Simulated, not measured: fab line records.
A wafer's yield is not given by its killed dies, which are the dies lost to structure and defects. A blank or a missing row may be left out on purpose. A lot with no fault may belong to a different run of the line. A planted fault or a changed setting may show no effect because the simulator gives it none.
fab line records + flow nandHarc
record:
- lots: 5
- wafers: 14
- lastDay: 24
route steps=1159 shown P_M0@278 P_M1@285 END@1159
lots that met no fault: from a run of the same line without faults
startH: the number of hours between the record's first day and the start of the first shown wafer of the lot + waitH: how many hours have passed since the lot's step before this one + " same as the row above + L1.1+2: a row that stands for several wafers + - value missing, or start not given + * or withheld: withheld + < > ~ a bound
route shown NAME@n: NAME is a module with steps in the file, n the number in the route of the first one + usual: the fault-free wafers' mean and standard deviation + same: alike in all rows + chamber/n: place in a boat + sites: the reading at each site + _std_site: their standard deviation + _edge_site: outer sites' mean less inner sites' + radiusMm: how far each site lies from the wafer's centre + mask NAME#n: copy n + behind: the tool/chamber that last shaped the wafer + hold: cause of the lot's hold/its duration in hours/its outcome + device: the n, p or np transistor that did not switch + end of line: the tests these same wafers got at the end of their route + where a step has no rows: the recipe by itself + killed: not the wafer's yield, but the dies lost to structure and defects at the first sort + map: the dies of a wafer, with x for killed, . for not killed, _ for no die there
set.NAME: the setting that was run; set.NAME@STEP: the one run at that earlier step + model.NAME: the simulator's own value behind a step, which no gauge read
lots at some steps of the route; a table a step, a row a wafer
services: when a tool's chamber went out of use (startH, in hours from the record's first day, below 0 if earlier), for how many hours, and the reason
== steps ==
step: NHARC_P_M0_CMP_23
recipe:
- tOverpolishS: 20
- targetThkNm: 117.53
usual:
- motorCurrentA: 11.9/1.2
- slurryFlowMlMin: 150.0/0.5
- timeToEndpointS: 29.1/2.4
| lot.wafer | tool   | chamber | startH | waitH | motorCurrentA | slurryFlowMlMin | timeToEndpointS |
|-----------|--------|---------|--------|-------|---------------|-----------------|-----------------|
| L967.2    | cmp-04 | 2       | 133.66 | -     | 10.3          | 150.3           | 24.9            |
| L967.5    | "      | 0       | "      | "     | 10.5          | 148.7           | 26.5            |
| L967.6    | "      | 1       | "      | "     | 13.3          | 150.3           | 26.6            |
| L972.1    | cmp-04 | 0       | 152.98 | -     | 10.2          | 150.5           | 27.9            |
| L972.2    | "      | 1       | "      | "     | 13.5          | 149.4           | 28.2            |
| L972.5    | "      | 1       | "      | "     | 13.3          | 149.3           | 28.1            |
| L979.1    | cmp-04 | 3       | 195.66 | -     | 12.1          | 150.1           | 26.5            |
| L979.4    | "      | 1       | "      | "     | 12.3          | 150.3           | 28.9            |
| L985.2    | cmp-04 | 2       | 235.90 | -     | 9.7           | 150.8           | 26.1            |
| L985.1    | "      | 0       | "      | "     | 10.5          | 149.9           | 31.3            |
| L985.5    | "      | 3       | "      | "     | 12.8          | 150.0           | 32.1            |
| L987.2    | cmp-04 | 2       | 243.81 | -     | 10.3          | 150.3           | 25.1            |
| L987.3    | "      | 0       | "      | "     | 10.7          | 148.3           | 31.9            |
| L987.5    | "      | 2       | "      | "     | 10.2          | 150.3           | 26.6            |
step: NHARC_P_M0_THK_MEAS_24
recipe:
- thkMeasGauge: xrf
usual:
- thkNm: 117.7/1.4
| lot.wafer | tool         | chamber | startH | waitH | thkNm |
|-----------|--------------|---------|--------|-------|-------|
| L967.2    | filmMetro-02 | -       | 133.92 | -     | 118.6 |
| L967.5    | "            | -       | "      | "     | 116.4 |
| L967.6    | "            | -       | "      | "     | 117.2 |
| L972.1    | filmMetro-02 | -       | 153.29 | -     | 116.9 |
| L972.2    | "            | -       | "      | "     | 116.2 |
| L972.5    | "            | -       | "      | "     | 118.7 |
| L979.1    | filmMetro-02 | -       | 195.97 | -     | 119.5 |
| L979.4    | "            | -       | "      | "     | 116.3 |
| L985.1    | filmMetro-01 | -       | 236.21 | -     | 118.1 |
| L985.2    | "            | -       | "      | "     | 118.4 |
| L985.5    | "            | -       | "      | "     | 118.8 |
| L987.2    | filmMetro-01 | -       | 244.10 | -     | 119.1 |
| L987.3    | "            | -       | "      | "     | 119.1 |
| L987.5    | "            | -       | "      | "     | 117.8 |
step: NHARC_P_M0_SRD_25
step: NHARC_P_M0_INSPECT_27
usual:
- rawDefectCount: 286/110
| lot.wafer | tool             | chamber | startH | waitH | rawDefectCount |
|-----------|------------------|---------|--------|-------|----------------|
| L967.2    | defectInspect-02 | -       | 134.07 | 0.0   | 205            |
| L967.5    | "                | -       | "      | "     | 341            |
| L967.6    | "                | -       | "      | "     | 261            |
| L972.1    | defectInspect-02 | -       | 153.45 | 0.0   | 370            |
| L972.2    | "                | -       | "      | "     | 260            |
| L972.5    | "                | -       | "      | "     | 534            |
| L979.1    | defectInspect-01 | -       | 196.13 | 0.0   | 289            |
| L979.4    | "                | -       | "      | "     | 384            |
| L985.1    | defectInspect-01 | -       | 236.43 | 0.0   | 129            |
| L985.2    | "                | -       | "      | "     | 169            |
| L985.5    | "                | -       | "      | "     | 132            |
| L987.2    | defectInspect-02 | -       | 244.25 | 0.0   | 360            |
| L987.3    | "                | -       | "      | "     | 443            |
| L987.5    | "                | -       | "      | "     | 301            |
step: NHARC_P_M0_PRE_CLEAN_31
recipe:
- timeS: 12
- tempC: 370
- rfPowerW: 300
- gas: NH3
usual:
- heaterPowerW: 575/68
| lot.wafer | tool     | chamber | startH | waitH | heaterPowerW |
|-----------|----------|---------|--------|-------|--------------|
| L967.2    | pecvd-03 | 0       | 134.17 | 0.1   | 521          |
| L967.5    | "        | 1       | "      | "     | 629          |
| L967.6    | "        | 0       | "      | "     | 522          |
| L972.2    | pecvd-03 | 2       | 153.53 | 0.1   | 555          |
| L972.1    | "        | 0       | "      | "     | 522          |
| L972.5    | "        | 0       | "      | "     | 520          |
| L979.1    | pecvd-03 | 2       | 196.21 | 0.1   | 552          |
| L979.4    | "        | 1       | "      | "     | 560          |
| L985.1    | pecvd-03 | 2       | 236.51 | 0.1   | 632          |
| L985.2    | "        | 0       | "      | "     | 468          |
| L985.5    | "        | 2       | "      | "     | 619          |
| L987.3    | pecvd-03 | 1       | 244.32 | 0.1   | 523          |
| L987.2    | "        | 0       | "      | "     | 474          |
| L987.5    | "        | 0       | "      | "     | 463          |
step: NHARC_P_M0_DEP_32
recipe:
- targetThkA: 300
- tempC: 370
- targetThkNm: 30
- pressureTorr: 3
- flowSccm: 200
- rfW: 450
- material: SiCN
usual:
- heaterPowerW: 527/64
| lot.wafer | tool     | chamber | startH | waitH | heaterPowerW |
|-----------|----------|---------|--------|-------|--------------|
| L967.2    | pecvd-03 | 0       | 134.31 | 0.1   | 494          |
| L967.5    | "        | 1       | "      | "     | 564          |
| L967.6    | "        | 0       | "      | "     | 477          |
| L972.2    | pecvd-03 | 2       | 153.64 | 0.1   | 481          |
| L972.1    | "        | 0       | "      | "     | 478          |
| L972.5    | "        | 0       | "      | "     | 482          |
| L979.1    | pecvd-03 | 2       | 196.32 | 0.1   | 514          |
| L979.4    | "        | 1       | "      | "     | 560          |
| L985.1    | pecvd-03 | 2       | 236.62 | 0.1   | 485          |
| L985.2    | "        | 0       | "      | "     | 487          |
| L985.5    | "        | 2       | "      | "     | 503          |
| L987.3    | pecvd-03 | 1       | 244.40 | 0.1   | 555          |
| L987.2    | "        | 0       | "      | "     | 406          |
| L987.5    | "        | 0       | "      | "     | 403          |
step: NHARC_P_M1_DEP_00
recipe:
- targetThkA: 1825
- targetThkNm: 182.5
- tempC: withheld
- pressureTorr: 5
- flowSccm: 200
- rfW: 600
- material: SiOC
step: NHARC_P_M1_DEHYDRATE_01
recipe:
- tempC: 150
- timeS: 120
step: NHARC_P_M1_HMDS_02
recipe:
- timeS: 30
step: NHARC_P_M1_COAT_34
recipe:
- tempC: 200
- timeS: 65
step: NHARC_P_M1_COAT_03
recipe:
- spinRpm: 1500
- resistThkNm: 90
step: NHARC_P_M1_SOFTBAKE_04
recipe:
- tempC: 105
- timeS: 55
usual:
- heaterPowerTotalW: 188.43/0.13
| lot.wafer | tool          | chamber | startH | waitH | heaterPowerTotalW |
|-----------|---------------|---------|--------|-------|-------------------|
| L967.2    | lithoTrack-01 | 0       | 135    | -     | 188.38            |
| L967.5    | "             | 0       | "      | "     | 188.31            |
| L967.6    | "             | 0       | "      | "     | 188.47            |
| L972.1    | lithoTrack-06 | 0       | 154    | -     | 188.28            |
| L972.2    | "             | 0       | "      | "     | 188.35            |
| L972.5    | "             | 0       | "      | "     | 188.47            |
| L979.1    | lithoTrack-01 | 0       | 197    | -     | 336.76            |
| L979.4    | "             | 0       | "      | "     | 188.41            |
| L985.1    | lithoTrack-04 | 0       | 237    | -     | 188.35            |
| L985.2    | "             | 0       | "      | "     | 188.42            |
| L985.5    | "             | 0       | "      | "     | 188.49            |
| L987.2    | lithoTrack-06 | 0       | 245    | -     | 188.59            |
| L987.3    | "             | 0       | "      | "     | 188.67            |
| L987.5    | "             | 0       | "      | "     | 188.45            |
step: NHARC_P_M1_EBR_05
step: NHARC_END_SORT_01
recipe:
- tempC: 25
usual:
- defectLimitedYield: 95.4/1.4
- killedAtArray: 27/9.3
- killedAtOther: 0.9/1.3
- killedAtPeriphery: 3.6/2.7
- killedDies: 31/9.7
- killedOpen: 3.3/1.8
- killedShort: 2.0/1.5
- sort_bin_2_pct: 1.4/0.63
- sort_bin_3_pct: 0.25/0.21
- sort_bin_4_pct: 2.9/0.93
- sortNPass: 646/9.7
- sortRimYieldPct: 95/3.1
- sortYieldPct: 95.4/1.4
same:
- grossDies: 677
- sort_bin_5_pct[%]: 0
- sort_bin_6_pct[%]: 0
- sort_bin_7_pct[%]: 0
- sort_bin_8_pct[%]: 0
- sortRimNGross: 106.00
| lot.wafer | tool      | chamber | startH | waitH | defectLimitedYield[%] | killedAtArray | killedAtOther | killedAtPeriphery | killedDies | killedOpen | killedShort | sort_bin_2_pct[%] | sort_bin_3_pct[%] | sort_bin_4_pct[%] | sortNPass | sortRimYieldPct[%] | sortYieldPct[%] |
|-----------|-----------|---------|--------|-------|-----------------------|---------------|---------------|-------------------|------------|------------|-------------|-------------------|-------------------|-------------------|-----------|--------------------|-----------------|
| L967.2    | prober-01 | 0       | 463.07 | 2.8   | 93.5                  | 32            | 0             | 12                | 44         | 2          | 2           | 1.5               | 0.44              | 4.6               | 633       | 93                 | 93.5            |
| L967.5    | prober-01 | 0       | 465.46 | 3.7   | 93.8                  | 35            | 1             | 6                 | 42         | 3          | 3           | 1.6               | 0                 | 4.6               | 635       | 92                 | 93.8            |
| L967.6    | prober-01 | 0       | 466.25 | 4.0   | 93.8                  | 29            | 0             | 13                | 42         | 4          | 1           | 2.2               | 0.44              | 3.5               | 635       | 93                 | 93.8            |
| L972.1    | prober-02 | 0       | 471.54 | 2.5   | 96.5                  | 16            | 0             | 8                 | 24         | 4          | 3           | 0.6               | 0.30              | 2.7               | 653       | 94                 | 96.5            |
| L972.2    | prober-02 | 0       | 472.33 | 2.8   | 96.6                  | 19            | 1             | 3                 | 23         | 2          | 1           | 1.0               | 0.15              | 2.2               | 654       | 96                 | 96.6            |
| L972.5    | prober-02 | 0       | 474.70 | 3.7   | 97.0                  | 15            | 0             | 5                 | 20         | 3          | 2           | 0.9               | 0.15              | 1.9               | 657       | 97                 | 97.0            |
| L979.1    | prober-01 | 0       | 525.06 | 2.5   | 94.5                  | 32            | 0             | 5                 | 37         | 1          | 3           | 2.4               | 0.30              | 2.8               | 640       | 98                 | 94.5            |
killed by level:class
L967.2 A_SLIT:chamberFilmFlake=11 A_CHANNEL_HOLE_D1:chamberFilmFlake=10 P_CONTACT:chamberFilmFlake=6 A_CONTACT:chamberFilmFlake=6 A_STAIRCASE:chamberFilmFlake=3 P_M1:chamberFilmFlake=2 P_STI:geometricParticle:short=1 P_GATE:geometricParticle:open=1
L967.5 A_CHANNEL_HOLE_D1:chamberFilmFlake=13 A_SLIT:chamberFilmFlake=9 A_STAIRCASE:chamberFilmFlake=5 A_CONTACT:chamberFilmFlake=4 P_CONTACT:chamberFilmFlake=3 P_M1:chamberFilmFlake=2 P_CONTACT:geometricParticle:open=1 A_SGD_CUT:geometricParticle:open=1
L967.6 A_CHANNEL_HOLE_D1:chamberFilmFlake=11 P_M1:chamberFilmFlake=7 A_STAIRCASE:chamberFilmFlake=6 A_SLIT:chamberFilmFlake=6 P_CONTACT:chamberFilmFlake=5 A_CONTACT:geometricParticle:open=2 A_WL_FILL:chamberFilmFlake=2 P_CONTACT:geometricParticle:open=1
L972.1 A_CHANNEL_HOLE_D1:chamberFilmFlake=6 A_STAIRCASE:chamberFilmFlake=5 P_BONDPAD:chamberFilmFlake=3 P_CONTACT:geometricParticle:open=2 A_CHANNEL_FILL_D1:geometricParticle:short=2 A_SGD_CUT:chamberFilmFlake=2 P_STI:geometricParticle:short=1 P_GATE:geometricParticle:open=1
L972.2 A_CHANNEL_HOLE_D1:chamberFilmFlake=11 A_STAIRCASE:chamberFilmFlake=4 P_BONDPAD:chamberFilmFlake=2 A_CONTACT:chamberFilmFlake=2 P_M0:geometricParticle:open=1 A_ONON_D1:geometricParticle:short=1 A_CONTACT:geometricParticle:open=1 THIN_TSV:chamberFilmFlake=1
L972.5 A_CHANNEL_HOLE_D1:chamberFilmFlake=5 A_STAIRCASE:chamberFilmFlake=4 P_BONDPAD:chamberFilmFlake=3 P_GATE:geometricParticle:open=1 A_CHANNEL_HOLE_D1:geometricParticle:short=1 A_SGD_CUT:geometricParticle:open=1 A_BLC:geometricParticle:short=1 A_M0:geometricParticle:open=1
L979.1 A_SLIT:chamberFilmFlake=14 A_CONTACT:chamberFilmFlake=6 A_STAIRCASE:chamberFilmFlake=4 A_BLC:chamberFilmFlake=3 P_GATE:chamberFilmFlake=2 A_CHANNEL_HOLE_D1:chamberFilmFlake=2 P_M0:geometricParticle:open=1 P_M2:geometricParticle:short=1
== services ==
| tool          | chamber | startH | hours | kind                          |
|---------------|---------|--------|-------|-------------------------------|
| pecvd-03      | -       | 111.26 | 13.0  | pm                            |
| pecvd-03      | 0       | 111.26 | 13.0  | ventCycle                     |
| pecvd-03      | 1       | 111.26 | 13.0  | ventCycle                     |
| pecvd-03      | 2       | 111.26 | 13.0  | ventCycle                     |
| lithoTrack-06 | -       | 117.00 | 7.0   | pm                            |
| pecvd-03      | 0       | 124.26 | -     | clean                         |
| pecvd-03      | 1       | 124.26 | -     | clean                         |
| pecvd-03      | 2       | 124.26 | -     | clean                         |
| lithoTrack-04 | -       | 141.00 | 7.0   | pm                            |
| pecvd-03      | -       | 168.33 | 5.8   | repair                        |
| cmp-04        | -       | 187.84 | 0.7   | repair                        |
| cmp-04        | -       | 196.91 | 1.4   | repair                        |
| cmp-04        | -       | 200.36 | 0.8   | repair                        |
| cmp-04        | -       | 203.10 | 4.0   | pm                            |
| cmp-04        | -       | 207.10 | -     | consumableReplace:conditioner |
| cmp-04        | -       | 207.10 | -     | consumableReplace:pad         |
| cmp-04        | -       | 222.65 | 1.7   | repair                        |
== key ==
firstSign:
- step: NHARC_P_M1_SOFTBAKE_04
- reading: heaterPowerTotalW
- direction: up
- sigmas: 99+
- usual: *
- struck: *
effect none on later readings
metAt NHARC_P_M1_SOFTBAKE_04
struckWafers L979.1
onsetBetween 135 197
fault:
- kind: processParameterDrift
- tool: lithoTrack-01
- chamber: -
- onsetH: 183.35
- steps: NHARC_P_M1_SOFTBAKE_04
- channel: timeS
- offset: *
- shape: step
- endH: 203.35
- scope: struckWafersOnly
- actsIn: *
- stated: *
